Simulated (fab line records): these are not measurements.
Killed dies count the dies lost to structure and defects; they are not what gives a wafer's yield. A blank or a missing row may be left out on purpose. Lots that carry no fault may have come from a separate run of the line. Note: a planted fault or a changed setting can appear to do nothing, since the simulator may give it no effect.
fab line records | flow nandHarc
record: lots: 24 wafers: 72 lastDay: 25
route steps=1159 shown A_STAIRCASE@562
lots with no fault: from the same line, run without faults
startH: hours from the record's opening day to when the first of the lot's shown wafers began | waitH: hours from the lot's prior step to this one | " unchanged from the row above | L1.1+2: a row that stands for several wafers | - no value, or no start given | * or withheld: withheld | < > ~ a bound
route shown NAME@n: names a module that has steps shown in the file, with the first one's number in the route | usual: average and standard deviation across the fault-free wafers | same: alike in all rows | chamber/n: place in a boat | sites: each site's reading | _std_site: standard deviation across them | _edge_site: outer sites' mean less inner sites' | radiusMm: how far each site lies from the wafer's centre | mask NAME#n: copy n | behind: tool/chamber where the wafer was last shaped | hold: the reason the lot was held/the length of the hold in hours/how it ended | device: the transistor (n, p or np) that didn't switch | end of line: the tests these same wafers got at the end of their route | where a step has no rows: the recipe by itself | killed: dies lost to structure and defects at the first sort, not the wafer's yield | map: the dies of a wafer, with x for killed, . for not killed, _ for no die there
set.NAME: setting as actually run; set.NAME@STEP: the setting as run at that earlier step | model.NAME: the simulator's own value behind a step, which no gauge read
route steps across a sampled set of lots; one table per step, one row per wafer
services: when a tool's chamber went out of use (startH, in hours from the record's first day, below 0 if earlier), for how many hours, and the reason
== steps ==
step: NHARC_A_STAIRCASE_ETCH_25
recipe: targetDepthA: 1000 timeS: 40.5 ionEnergyEv: 400 c4f8FlowSccm: 20 o2FlowSccm: 10 arFlowSccm: withheld rfW: 600 biasW: 1000 chemistry: C4F8/O2
usual: oesProductAu: 0.943/0.012 rfVppV: 896/6.7
columns lot.wafer tool chamber startH waitH oesProductAu rfHoursCounterH rfVppV
L075.3 rieDiel-09 1 - - 0.958 59 902
L075.2 " 3 " " 0.947 59 903
L075.4 " 0 " " 0.949 58 890
L074.1 rieDiel-02 1 - - 0.922 32 896
L074.5 " 1 " " 0.926 - 898
L074.6 " 2 " " 0.932 - 905
L077.4 rieDiel-03 1 - - 0.945 10 887
L077.3 " 0 " " 0.962 9 891
L077.6 " 1 " " 0.940 - 888
L076.4 rieDiel-02 0 - - 0.939 34 895
L076.3 " 1 " " 0.921 36 896
L076.5 " 2 " " 0.933 - 905
L079.4 rieDiel-02 3 - - 0.945 38 890
L079.6 " 2 " " 0.948 - 905
L079.5 " 3 " " 0.938 - 889
L078.2 rieDiel-02 1 - - 0.918 41 897
L078.6 " 0 " " 0.937 - 897
L078.5 " 1 " " 0.916 - 896
L081.1 rieDiel-03 0 - - 0.957 18 892
L081.4 " 1 " " 0.944 18 888
L081.3 " 2 " " 0.954 18 905
L080.2 rieDiel-02 1 - - 0.933 44 898
L080.5 " 1 " " 0.928 - 898
L080.6 " 2 " " 0.937 - 906
L083.1 rieDiel-09 2 - - 0.953 11 897
L083.4 " 3 " " 0.947 13 905
L083.6 " 2 " " 0.951 - 897
L082.2 rieDiel-02 0 - - 0.953 48 897
L082.5 " 1 " " 0.936 - 898
L082.6 " 2 " " 0.940 - 906
L084.4 rieDiel-03 1 - - 0.955 29 886
L084.5 " 2 " " 0.938 - 906
L084.6 " 3 " " 0.950 - 889
L085.3 rieDiel-09 0 - - 0.946 18 889
L085.2 " 3 " " 0.940 21 905
L085.5 " 0 " " 0.944 - 890
L086.2 rieDiel-03 2 - - 0.946 33 905
L086.1 " 0 " " 0.942 32 893
L086.3 " 1 " " 0.929 32 887
L088.1 rieDiel-02 3 - - 0.940 55 887
L088.6 " 3 " " 0.942 - 889
L088.5 " 0 " " 0.959 - 896
L087.1 rieDiel-03 2 - - 0.937 35 905
L087.4 " 3 " " 0.943 36 887
L087.5 " 1 " " 0.960 - 886
L090.3 rieDiel-09 3 - - 0.948 32 902
L090.6 " 0 " " 0.958 - 890
L090.5 " 1 " " 0.932 - 902
L089.2 rieDiel-03 1 - - 0.945 40 886
L089.1 " 2 " " 0.941 42 905
L089.5 " 3 " " 0.934 - 889
L091.4 rieDiel-03 2 - - 0.959 45 904
L091.1 " 0 " " 0.972 44 891
L091.6 " 3 " " 0.968 - 889
L092.3 rieDiel-09 2 - - 0.945 31 897
L092.2 " 3 " " 0.941 34 904
L092.6 " 1 " " 0.937 - 901
L093.3 rieDiel-09 0 - - 0.944 35 890
L093.4 " 2 " " 0.940 33 897
L093.6 " 0 " " 0.946 - 888
L094.4 rieDiel-09 0 - - 0.960 38 889
L094.1 " 2 " " 0.948 37 897
L094.3 " 3 " " 0.976 39 905
L095.4 rieDiel-02 3 - - 0.948 11 888
L095.2 " 2 " " 0.949 11 904
L095.5 " 3 " " 0.951 - 889
L096.2 rieDiel-03 0 - - 0.941 55 891
L096.1 " 3 " " 0.921 57 887
L096.5 " 0 " " 0.944 - 891
L097.2 rieDiel-09 1 - - 0.940 43 900
L097.3 " 0 " " 0.959 47 889
L097.5 " 2 " " 0.952 - 896
step: NHARC_A_STAIRCASE_TRIM_193
recipe: timeS: 211.2 o2FlowSccm: 500 arFlowSccm: 0 biasW: 0 chemistry: O2
usual: drypumpMotorCurrentA: 5.7/0.31 mfcArSccm: 0.014/0.017 oesProductAu: 1.001/0.011 rfVppV: 57.7/0.95 showerheadPlenumPTorr: 3.52/0.18 throttleValvePct: 17.037/0.0088
columns lot.wafer tool chamber startH waitH drypumpMotorCurrentA mfcArSccm oesProductAu rfHoursCounterH rfVppV showerheadPlenumPTorr throttleValvePct
L075.4 rieDiel-09 1 - - 5.2 0.040 1.003 60 58.0 3.69 17.037
L075.2 " 2 " " 5.6 0.034 1.013 58 57.5 3.57 17.035
L075.3 " 0 " " 5.6 0 1.013 59 59.2 3.36 17.053
L074.1 rieDiel-03 1 - - 5.7 0.021 1.005 6 57.7 3.30 17.022
L074.6 " 2 " " 5.2 0 0.996 - 58.6 3.81 17.026
L074.5 " 3 " " 6.2 0 1.006 - 57.3 3.33 17.043
L077.3 rieDiel-09 3 - - 6.2 0 1.012 62 57.6 3.77 17.029
L077.4 " 0 " " 5.5 0 1.007 62 56.3 3.36 17.022
L077.6 " 2 " " 5.6 0.034 1.005 - 57.5 3.57 17.039
L076.3 rieDiel-02 1 - - 5.6 0.001 0.980 38 58.0 3.56 17.035
L076.4 " 0 " " 5.8 0.032 1.000 - 58.4 3.54 17.031
L076.5 " 1 " " 5.6 0.001 0.978 - 57.6 3.56 17.046
L079.4 rieDiel-02 1 - - 5.6 0.001 0.991 43 57.1 3.56 17.033
L079.5 " 1 " " 5.6 0.001 0.975 - 57.3 3.56 17.048
L079.6 " 2 " " 5.9 0 0.988 - 60.1 3.79 17.047
L078.2 rieDiel-02 0 - - 5.8 0.032 1.005 41 57.6 3.54 17.050
L078.6 " 2 " " 5.9 0 0.991 - 59.9 3.79 17.034
L078.5 " 3 " " 5.6 0 0.988 - 58.5 3.35 17.040
L081.1 rieDiel-03 0 - - 5.3 0.042 1.002 19 56.6 3.41 17.057
L081.4 " 1 " " 5.7 0.021 0.995 19 57.9 3.29 17.033
L081.3 " 3 " " 6.2 0 0.999 20 56.5 3.32 17.041
L080.2 rieDiel-03 2 - - 5.3 0 1.007 20 56.4 3.80 17.027
L080.6 " 2 " " 5.3 0 1.000 - 59.3 3.80 17.031
L080.5 " 3 " " 6.2 0 0.994 - 57.5 3.32 17.031
L083.1 rieDiel-09 0 - - 5.6 0 1.012 12 57.8 3.36 17.058
L083.4 " 2 " " 5.6 0.034 1.009 12 57.2 3.56 17.044
L083.6 " 1 " " 5.2 0.040 0.983 - 57.9 3.69 17.050
L082.2 rieDiel-03 2 - - 5.3 0 1.010 27 57.9 3.79 17.040
L082.6 " 2 " " 5.3 0 1.013 - 57.6 3.79 17.043
L082.5 " 3 " " 6.2 0 1.009 - 58.2 3.32 17.033
L084.4 rieDiel-03 2 - - 5.3 0 1.002 31 59.3 3.79 17.052
L084.6 " 3 " " 6.2 0 0.996 - 56.7 3.32 17.034
L084.5 " 0 " " 5.3 0.042 1.008 - 56.7 3.40 17.024
L085.3 rieDiel-02 2 - - 5.9 0 0.996 56 57.8 3.78 17.035
L085.2 " 0 " " 5.8 0.032 1.010 55 57.5 3.53 17.026
L085.5 " 2 " " 5.9 0 0.996 - 57.1 3.78 17.043
L086.1 rieDiel-02 1 - - 5.6 0.001 0.978 59 58.2 3.55 17.033
L086.2 " 2 " " 5.9 0 0.996 56 59.5 3.78 17.020
L086.3 " 3 " " 5.6 0 1.000 54 57.1 3.34 17.038
L088.1 rieDiel-09 3 - - 6.2 0 1.007 26 58.4 3.76 17.014
L088.5 " 0 " " 5.6 0 1.012 - 57.4 3.35 17.035
L088.6 " 2 " " 5.6 0.034 1.011 - 57.5 3.56 17.026
L087.4 rieDiel-02 0 - - 5.8 0.032 1.006 57 57.4 3.53 17.048
L087.1 " 2 " " 5.9 0 0.998 58 58.2 3.77 17.039
L087.5 " 0 " " 5.8 0.032 1.010 - 57.1 3.53 17.029
L090.3 rieDiel-03 1 - - 5.7 0.021 1.001 42 56.2 3.28 17.044
L090.6 " 1 " " 5.7 0.021 1.006 - 55.9 3.28 17.027
L090.5 " 2 " " 5.3 0 1.010 - 59.8 3.78 17.040
L089.2 rieDiel-09 1 - - 5.2 0.040 0.986 26 58.1 3.68 17.038
L089.1 " 2 " " 5.6 0.034 1.006 29 57.0 3.55 17.029
L089.5 " 2 " " 5.6 0.034 1.007 - 57.9 3.55 17.039
L091.4 rieDiel-09 1 - - 5.2 0.040 0.979 29 57.8 3.68 17.041
L091.1 " 3 " " 6.2 0 1.004 35 59.5 3.75 17.024
L091.6 " 2 " " 5.6 0.034 0.999 - 56.5 3.55 17.033
L092.2 rieDiel-03 3 - - 6.2 0 0.994 47 56.8 3.31 17.023
L092.3 " 2 " " 5.3 0 1.005 47 57.8 3.78 17.039
L092.6 " 0 " " 5.3 0.042 0.999 - 57.4 3.39 17.036
L093.4 rieDiel-02 0 - - 5.8 0.032 1.003 5 58.0 3.53 17.036
L093.3 " 2 " " 5.9 0 0.986 4 59.3 3.77 17.035
L093.6 " 3 " " 5.6 0 0.989 - 57.5 3.34 17.046
L094.3 rieDiel-02 3 - - 5.5 0 1.013 7 57.4 3.34 17.034
L094.4 " 1 " " 5.7 0.001 0.984 7 58.3 3.54 17.043
L094.1 " 2 " " 5.9 0 1.010 7 58.4 3.77 17.038
L095.2 rieDiel-09 3 - - 6.2 0 1.006 44 57.3 3.75 17.030
L095.4 " 2 " " 5.6 0.034 1.006 42 59.5 3.55 17.043
L095.5 " 0 " " 5.6 0 1.006 - 58.5 3.34 17.036
L096.2 rieDiel-02 1 - - 5.6 0.001 0.987 13 57.1 3.54 17.044
L096.1 " 0 " " 5.8 0.032 1.016 13 58.1 3.52 17.047
L096.5 " 2 " " 5.9 0 0.983 - 57.7 3.77 17.022
L097.2 rieDiel-03 1 - - 5.8 0.021 0.998 59 56.8 3.27 17.040
L097.3 " 2 " " 5.3 0 1.012 63 58.6 3.77 17.026
L097.5 " 0 " " 5.2 0.042 1.024 - 57.5 3.39 17.038
step: NHARC_A_STAIRCASE_TRIM_202
recipe: timeS: 211.2 o2FlowSccm: 500 arFlowSccm: 0 biasW: 0 chemistry: O2
usual: drypumpMotorCurrentA: 5.7/0.32 mfcArSccm: 0.011/0.016 oesProductAu: 0.999/0.011 rfVppV: 57.7/0.86 showerheadPlenumPTorr: 3.52/0.19 throttleValvePct: 17.036/0.0089
columns lot.wafer tool chamber startH waitH drypumpMotorCurrentA mfcArSccm oesProductAu rfHoursCounterH rfVppV showerheadPlenumPTorr throttleValvePct
L075.2 rieDiel-02 0 - - 5.8 0.032 1.010 32 57.6 3.54 17.036
L075.3 " 1 " " 5.6 0.001 0.981 33 57.1 3.56 17.038
L075.4 " 2 " " 5.9 0 0.991 33 58.2 3.79 17.039
L074.1 rieDiel-03 0 - - 5.3 0.042 1.016 5 57.5 3.41 17.035
L074.6 " 1 " " 5.7 0.021 1.006 - 55.8 3.30 17.038
L074.5 " 2 " " 5.3 0 1.011 - 58.2 3.80 17.024
L077.3 rieDiel-03 2 - - 5.3 0 1.009 12 58.5 3.80 17.045
L077.4 " 0 " " 5.3 0.042 1.009 12 57.1 3.41 17.045
L077.6 " 3 " " 6.2 0 0.999 - 55.8 3.33 17.034
L076.3 rieDiel-02 0 - - 5.8 0.032 1.016 37 57.2 3.54 17.049
L076.5 " 3 " " 5.6 0 1.007 - 56.7 3.35 17.019
L076.4 " 0 " " 5.8 0.032 1.009 - 57.6 3.54 17.031
L079.4 rieDiel-03 3 - - 6.2 0 1.009 18 57.6 3.33 17.041
L079.5 " 1 " " 5.7 0.021 1.004 - 56.6 3.29 17.045
L079.6 " 2 " " 5.3 0 1.012 - 58.6 3.80 17.033
L078.2 rieDiel-02 3 - - 5.6 0 0.990 40 57.9 3.35 17.028
L078.5 " 1 " " 5.6 0.001 0.977 - 58.4 3.56 17.032
L078.6 " 2 " " 5.9 0 0.988 - 58.7 3.78 17.045
L081.1 rieDiel-02 1 - - 5.6 0.001 0.980 46 59.5 3.55 17.041
L081.3 " 3 " " 5.6 0 0.993 42 57.9 3.35 17.031
L081.4 " 0 " " 5.8 0.032 1.000 44 58.1 3.54 17.038
L080.2 rieDiel-09 3 - - 6.2 0 0.998 6 57.2 3.77 17.022
L080.5 " 1 " " 5.2 0.040 0.969 - 59.2 3.69 17.036
L080.6 " 2 " " 5.6 0.034 1.007 - 57.5 3.57 17.025
L083.4 rieDiel-09 0 - - 5.6 0 1.011 12 56.4 3.36 17.034
L083.1 " 2 " " 5.6 0.034 1.014 12 58.5 3.56 17.040
L083.6 " 0 " " 5.6 0 1.019 - 55.9 3.36 17.042
L082.2 rieDiel-02 0 - - 5.8 0.032 1.014 49 55.8 3.53 17.037
L082.5 " 2 " " 5.9 0 0.991 - 57.7 3.78 17.035
L082.6 " 3 " " 5.6 0 0.998 - 56.9 3.35 17.043
L084.4 rieDiel-02 1 - - 5.6 0.001 0.991 56 58.9 3.55 17.043
L084.6 " 0 " " 5.8 0.032 0.996 - 57.5 3.53 17.034
L084.5 " 1 " " 5.6 0.001 0.984 - 58.5 3.55 17.020
L085.2 rieDiel-02 2 - - 5.8 0 0.994 57 57.2 3.78 17.043
L085.3 " 0 " " 5.8 0.032 1.018 55 58.3 3.53 17.043
L085.5 " 1 " " 5.6 0.001 0.989 - 58.2 3.55 17.017
L086.3 rieDiel-03 2 - - 5.3 0 1.007 34 58.8 3.79 17.041
L086.1 " 3 " " 6.2 0 1.005 35 57.1 3.32 17.026
L086.2 " 1 " " 5.7 0.021 1.004 34 57.5 3.29 17.044
L088.1 rieDiel-02 2 - - 5.9 0 0.988 59 59.5 3.77 17.031
L088.6 " 3 " " 5.6 0 1.000 - 58.1 3.34 17.034
L088.5 " 0 " " 5.8 0.032 1.011 - 56.4 3.53 17.019
L087.4 rieDiel-02 1 - - 5.6 0.001 0.985 62 58.2 3.55 17.034
L087.1 " 0 " " 5.8 0.032 1.004 58 57.3 3.53 17.032
L087.5 " 2 " " 5.9 0 0.991 - 57.6 3.77 17.019
L090.3 rieDiel-03 1 - - 5.7 0.021 1.003 42 57.7 3.28 17.027
L090.5 " 2 " " 5.3 0 1.001 - 58.9 3.78 17.043
L090.6 " 3 " " 6.2 0 0.999 - 56.9 3.31 17.034
L089.2 rieDiel-03 0 - - 5.3 0.042 1.007 43 57.8 3.39 17.039
L089.1 " 2 " " 5.3 0 1.014 44 58.3 3.78 17.025
L089.5 " 0 " " 5.3 0.042 1.009 - 58.3 3.40 17.036
L091.1 rieDiel-09 0 - - 5.6 0 1.018 34 58.0 3.34 17.049
L091.4 " 1 " " 5.2 0.040 0.989 30 57.4 3.67 17.035
L091.6 " 1 " " 5.2 0.040 0.989 - 57.2 3.68 17.040
L092.3 rieDiel-03 2 - - 5.3 0 1.004 47 57.4 3.78 17.040
L092.2 " 3 " " 6.2 0 0.998 48 56.7 3.31 17.034
L092.6 " 3 " " 6.2 0 0.991 - 57.3 3.31 17.038
L093.4 rieDiel-03 2 - - 5.3 0 1.000 49 59.0 3.78 17.031
L093.3 " 1 " " 5.7 0.021 0.996 47 57.2 3.28 17.038
L093.6 " 3 " " 6.3 0 0.998 - 59.3 3.31 17.035
L094.4 rieDiel-02 2 - - 5.9 0 0.999 8 56.9 3.77 17.033
L094.3 " 3 " " 5.6 0 0.995 8 57.9 3.33 17.039
L094.1 " 0 " " 5.8 0.032 1.010 8 58.5 3.52 17.037
L095.2 rieDiel-03 3 - - 6.2 0 0.993 57 57.6 3.31 17.041
L095.4 " 1 " " 5.7 0.021 1.001 54 56.4 3.28 17.030
L095.5 " 3 " " 6.2 0 0.992 - 57.6 3.30 17.020
L096.2 rieDiel-03 2 - - 5.3 0 1.007 56 57.9 3.78 17.035
L096.1 " 3 " " 6.2 0 0.988 58 56.6 3.30 17.048
L096.5 " 1 " " 5.8 0.021 1.015 - 57.5 3.27 17.020
L097.2 rieDiel-03 0 - - 5.2 0.042 1.021 62 56.1 3.39 17.040
L097.3 " 2 " " 5.3 0 0.991 63 58.4 3.77 17.044
L097.5 " 0 " " 5.2 0.042 1.013 - 58.1 3.39 17.059
step: NHARC_A_STAIRCASE_ETCH_203
recipe: targetDepthA: 1000 timeS: 40.5 ionEnergyEv: 400 c4f8FlowSccm: 20 o2FlowSccm: 10 arFlowSccm: withheld rfW: 600 biasW: 1000 chemistry: C4F8/O2
usual: oesProductAu: 0.941/0.013 rfVppV: 895/6.6
columns lot.wafer tool chamber startH waitH oesProductAu rfHoursCounterH rfVppV
L075.2 rieDiel-02 3 - - 0.928 31 888
L075.4 " 0 " " 0.941 32 895
L075.3 " 2 " " 0.937 33 906
L074.1 rieDiel-03 1 - - 0.934 6 887
L074.6 " 0 " " 0.954 - 892
L074.5 " 1 " " 0.945 - 887
L077.4 rieDiel-03 0 - - 0.959 12 891
L077.3 " 1 " " 0.955 12 888
L077.6 " 3 " " 0.945 - 887
L076.3 rieDiel-02 0 - - 0.929 37 897
L076.4 " 3 " " 0.926 - 892
L076.5 " 0 " " 0.941 - 896
L079.4 rieDiel-03 3 - - 0.941 18 889
L079.5 " 1 " " 0.938 - 888
L079.6 " 2 " " 0.930 - 905
L078.2 rieDiel-02 2 - - 0.919 40 906
L078.6 " 0 " " 0.944 - 897
L078.5 " 1 " " 0.912 - 896
L081.4 rieDiel-02 1 - - 0.927 46 898
L081.3 " 3 " " 0.951 42 890
L081.1 " 0 " " 0.945 44 896
L080.2 rieDiel-09 3 - - 0.958 7 906
L080.6 " 0 " " 0.966 - 890
L080.5 " 1 " " 0.930 - 901
L083.4 rieDiel-09 2 - - 0.950 12 897
L083.1 " 3 " " 0.934 14 905
L083.6 " 1 " " 0.947 - 902
L082.2 rieDiel-02 3 - - 0.929 47 891
L082.5 " 0 " " 0.952 - 897
L082.6 " 1 " " 0.932 - 897
L084.4 rieDiel-02 0 - - 0.939 53 895
L084.6 " 3 " " 0.944 - 890
L084.5 " 0 " " 0.944 - 896
L085.2 rieDiel-02 1 - - 0.920 60 896
L085.3 " 2 " " 0.922 57 906
L085.5 " 1 " " 0.921 - 898
L086.1 rieDiel-03 3 - - 0.935 35 888
L086.2 " 0 " " 0.948 34 891
L086.3 " 1 " " 0.955 34 886
L088.1 rieDiel-02 3 - - 0.935 57 891
L088.6 " 0 " " 0.943 - 896
L088.5 " 1 " " 0.918 - 897
L087.4 rieDiel-02 3 - - 0.944 57 888
L087.1 " 1 " " 0.913 62 895
L087.5 " 3 " " 0.948 - 888
L090.3 rieDiel-03 3 - - 0.947 44 889
L090.5 " 3 " " 0.941 - 888
L090.6 " 0 " " 0.970 - 890
L089.2 rieDiel-03 1 - - 0.949 43 886
L089.1 " 3 " " 0.951 45 888
L089.5 " 0 " " 0.948 - 891
L091.4 rieDiel-09 1 - - 0.936 30 901
L091.1 " 2 " " 0.955 33 897
L091.6 " 0 " " 0.960 - 890
L092.2 rieDiel-03 2 - - 0.953 47 905
L092.3 " 3 " " 0.937 48 887
L092.6 " 2 " " 0.941 - 905
L093.4 rieDiel-03 2 - - 0.930 49 906
L093.3 " 3 " " 0.923 49 888
L093.6 " 2 " " 0.933 - 907
L094.1 rieDiel-02 3 - - 0.951 8 888
L094.3 " 0 " " 0.961 8 897
L094.4 " 1 " " 0.922 8 897
L095.2 rieDiel-03 1 - - 0.944 54 887
L095.4 " 2 " " 0.935 56 905
L095.5 " 0 " " 0.958 - 892
L096.1 rieDiel-03 3 - - 0.946 58 889
L096.2 " 0 " " 0.963 57 890
L096.5 " 1 " " 0.949 - 888
L097.3 rieDiel-03 3 - - 0.950 65 888
L097.2 " 1 " " 0.938 60 886
L097.5 " 0 " " 0.944 - 890
step: NHARC_A_STAIRCASE_ETCH_221
recipe: targetDepthA: 1000 timeS: 40.5 ionEnergyEv: 400 c4f8FlowSccm: 20 o2FlowSccm: 10 arFlowSccm: withheld rfW: 600 biasW: 1000 chemistry: C4F8/O2
usual: oesProductAu: 0.944/0.015 rfVppV: 895/6.6
columns lot.wafer tool chamber startH waitH oesProductAu rfHoursCounterH rfVppV
L075.3 rieDiel-02 0 - - 0.944 32 897
L075.4 " 1 " " 0.925 33 896
L075.2 " 3 " " 0.939 31 889
L074.1 rieDiel-03 2 - - 0.948 7 905
L074.6 " 2 " " 0.952 - 905
L074.5 " 3 " " 0.955 - 889
L077.4 rieDiel-03 0 - - 0.959 12 892
L077.3 " 1 " " 0.969 13 887
L077.6 " 3 " " 0.943 - 890
L076.4 rieDiel-03 0 - - 0.958 13 892
L076.3 " 2 " " 0.937 14 905
L076.5 " 3 " " 0.949 - 888
L079.4 rieDiel-02 1 - - 0.915 45 898
L079.5 " 3 " " 0.913 - 890
L079.6 " 0 " " 0.927 - 896
L078.2 rieDiel-09 3 - - 0.933 4 905
L078.6 " 3 " " 0.924 - 905
L078.5 " 0 " " 0.943 - 890
L081.3 rieDiel-03 2 - - 0.919 20 904
L081.1 " 3 " " 0.925 21 889
L081.4 " 1 " " 0.932 20 888
L080.2 rieDiel-09 3 - - 0.928 7 903
L080.5 " 1 " " 0.922 - 900
L080.6 " 2 " " 0.952 - 898
L083.4 rieDiel-03 0 - - 0.966 27 889
L083.1 " 2 " " 0.934 28 905
L083.6 " 1 " " 0.959 - 887
L082.2 rieDiel-02 0 - - 0.955 50 896
L082.5 " 0 " " 0.960 - 898
L082.6 " 1 " " 0.945 - 897
L084.4 rieDiel-03 1 - - 0.968 30 886
L084.6 " 3 " " 0.955 - 889
L084.5 " 0 " " 0.959 - 891
L085.2 rieDiel-09 1 - - 0.938 19 901
L085.3 " 0 " " 0.963 22 890
L085.5 " 1 " " 0.950 - 901
L086.1 rieDiel-03 3 - - 0.928 36 888
L086.2 " 0 " " 0.951 35 890
L086.3 " 1 " " 0.936 35 886
L088.1 rieDiel-02 2 - - 0.923 59 904
L088.6 " 1 " " 0.936 - 896
L088.5 " 2 " " 0.927 - 904
L087.4 rieDiel-09 1 - - 0.939 20 901
L087.1 " 3 " " 0.956 27 903
L087.5 " 1 " " 0.935 - 902
L090.3 rieDiel-02 2 - - 0.946 1 903
L090.6 " 1 " " 0.932 - 896
L090.5 " 2 " " 0.942 - 905
L089.2 rieDiel-09 3 - - 0.943 34 902
L089.1 " 2 " " 0.940 31 898
L089.5 " 0 " " 0.943 - 889
L091.1 rieDiel-03 0 - - 0.934 46 891
L091.4 " 1 " " 0.922 46 887
L091.6 " 2 " " 0.932 - 905
L092.3 rieDiel-09 3 - - 0.958 36 903
L092.2 " 1 " " 0.947 31 901
L092.6 " 0 " " 0.964 - 889
L093.4 rieDiel-09 1 - - 0.938 33 901
L093.3 " 3 " " 0.970 38 903
L093.6 " 1 " " 0.938 - 901
L094.1 rieDiel-03 2 - - 0.965 53 906
L094.4 " 3 " " 0.947 53 888
L094.3 " 0 " " 0.962 51 891
L095.4 rieDiel-02 3 - - 0.962 12 890
L095.2 " 1 " " 0.928 13 896
L095.5 " 2 " " 0.944 - 905
L096.2 rieDiel-03 1 - - 0.962 55 886
L096.1 " 3 " " 0.936 58 889
L096.5 " 1 " " 0.961 - 886
L097.3 rieDiel-09 2 - - 0.935 47 897
L097.2 " 3 " " 0.926 50 904
L097.5 " 0 " " 0.934 - 889
step: NHARC_A_STAIRCASE_ETCH_227
recipe: targetDepthA: 1000 timeS: 40.5 ionEnergyEv: 400 c4f8FlowSccm: 20 o2FlowSccm: 10 arFlowSccm: withheld rfW: 600 biasW: 1000 chemistry: C4F8/O2
usual: oesProductAu: 0.944/0.013 rfVppV: 895/6.9
columns lot.wafer tool chamber startH waitH oesProductAu rfHoursCounterH rfVppV
L075.2 rieDiel-02 3 - - 0.932 32 889
L075.3 " 0 " " 0.944 32 897
L075.4 " 2 " " 0.939 33 905
L074.1 rieDiel-03 2 - - 0.937 7 906
L074.6 " 3 " " 0.947 - 889
L074.5 " 0 " " 0.949 - 892
L077.3 rieDiel-03 2 - - 0.959 13 907
L077.4 " 3 " " 0.949 12 888
L077.6 " 0 " " 0.957 - 891
L076.4 rieDiel-03 1 - - 0.949 14 888
L076.3 " 2 " " 0.955 14 906
L076.5 " 1 " " 0.947 - 887
L079.4 rieDiel-02 2 - - 0.929 42 904
L079.6 " 2 " " 0.932 - 906
L079.5 " 3 " " 0.928 - 890
L078.2 rieDiel-09 3 - - 0.935 6 905
L078.6 " 1 " " 0.914 - 903
L078.5 " 2 " " 0.938 - 897
L081.1 rieDiel-03 1 - - 0.950 20 887
L081.4 " 2 " " 0.944 21 905
L081.3 " 0 " " 0.969 20 891
L080.2 rieDiel-09 0 - - 0.949 6 890
L080.5 " 1 " " 0.933 - 902
L080.6 " 2 " " 0.957 - 896
L083.4 rieDiel-03 2 - - 0.937 28 906
L083.1 " 3 " " 0.949 28 888
L083.6 " 1 " " 0.956 - 887
L082.2 rieDiel-02 0 - - 0.954 51 897
L082.5 " 0 " " 0.966 - 896
L082.6 " 1 " " 0.941 - 897
L084.4 rieDiel-03 1 - - 0.960 31 885
L084.6 " 1 " " 0.963 - 889
L084.5 " 2 " " 0.939 - 905
L085.2 rieDiel-09 3 - - 0.939 25 904
L085.3 " 2 " " 0.962 22 899
L085.5 " 0 " " 0.959 - 889
L086.3 rieDiel-03 3 - - 0.952 36 887
L086.2 " 0 " " 0.955 36 892
L086.1 " 2 " " 0.936 36 906
L088.1 rieDiel-03 2 328.19 - 0.924 38 905
L088.6 " 3 " " 0.917 - 888
L088.5 " 0 " " 0.923 - 892
L087.4 rieDiel-09 2 - - 0.948 26 897
L087.1 " 3 " " 0.959 30 904
L087.5 " 0 " " 0.955 - 888
L090.3 rieDiel-02 2 - - 0.940 1 905
L090.6 " 1 " " 0.922 - 898
L090.5 " 2 " " 0.944 - 904
L089.2 rieDiel-09 0 - - 0.939 33 890
L089.1 " 3 " " 0.946 34 902
L089.5 " 1 " " 0.916 - 901
L091.4 rieDiel-03 3 - - 0.937 48 887
L091.1 " 2 " " 0.943 48 905
L091.6 " 3 " " 0.947 - 887
L092.2 rieDiel-09 2 - - 0.969 34 897
L092.3 " 3 " " 0.974 36 903
L092.6 " 1 " " 0.930 - 902
L093.4 rieDiel-09 3 - - 0.947 38 904
L093.3 " 0 " " 0.950 37 889
L093.6 " 0 " " 0.948 - 889
L094.4 rieDiel-03 3 - - 0.949 55 887
L094.1 " 0 " " 0.949 54 889
L094.3 " 1 " " 0.948 52 886
L095.4 rieDiel-02 0 - - 0.954 13 897
L095.2 " 3 " " 0.947 13 887
L095.5 " 0 " " 0.957 - 895
L096.2 rieDiel-03 2 - - 0.941 57 905
L096.1 " 3 " " 0.939 59 888
L096.5 " 2 " " 0.938 - 905
L097.2 rieDiel-09 2 - - 0.952 47 896
L097.3 " 0 " " 0.953 49 890
L097.5 " 0 " " 0.936 - 889
== services ==
columns tool chamber startH hours kind
rieDiel-03 - 215.34 9.0 pm
rieDiel-03 0 215.34 9.0 ventCycle
rieDiel-03 1 215.34 9.0 ventCycle
rieDiel-03 2 215.34 9.0 ventCycle
rieDiel-03 3 215.34 9.0 ventCycle
rieDiel-03 0 224.34 - clean
rieDiel-03 1 224.34 - clean
rieDiel-03 1 224.34 - consumableReplace:focusRing
rieDiel-03 2 224.34 - clean
rieDiel-03 2 224.34 - consumableReplace:showerhead
rieDiel-03 3 224.34 - clean
rieDiel-03 0 248.84 - clean
rieDiel-03 1 248.84 - clean
rieDiel-03 2 248.84 - clean
rieDiel-03 3 248.84 - clean
rieDiel-02 2 255.85 4.5 repair
rieDiel-03 0 273.34 - clean
rieDiel-03 1 273.34 - clean
rieDiel-03 2 273.34 - clean
rieDiel-03 3 273.34 - clean
rieDiel-03 0 297.84 - clean
rieDiel-02 0 311.50 2.3 repair
rieDiel-02 - 328.17 9.0 pm
rieDiel-02 1 377.35 2.2 repair
== key ==
fault none
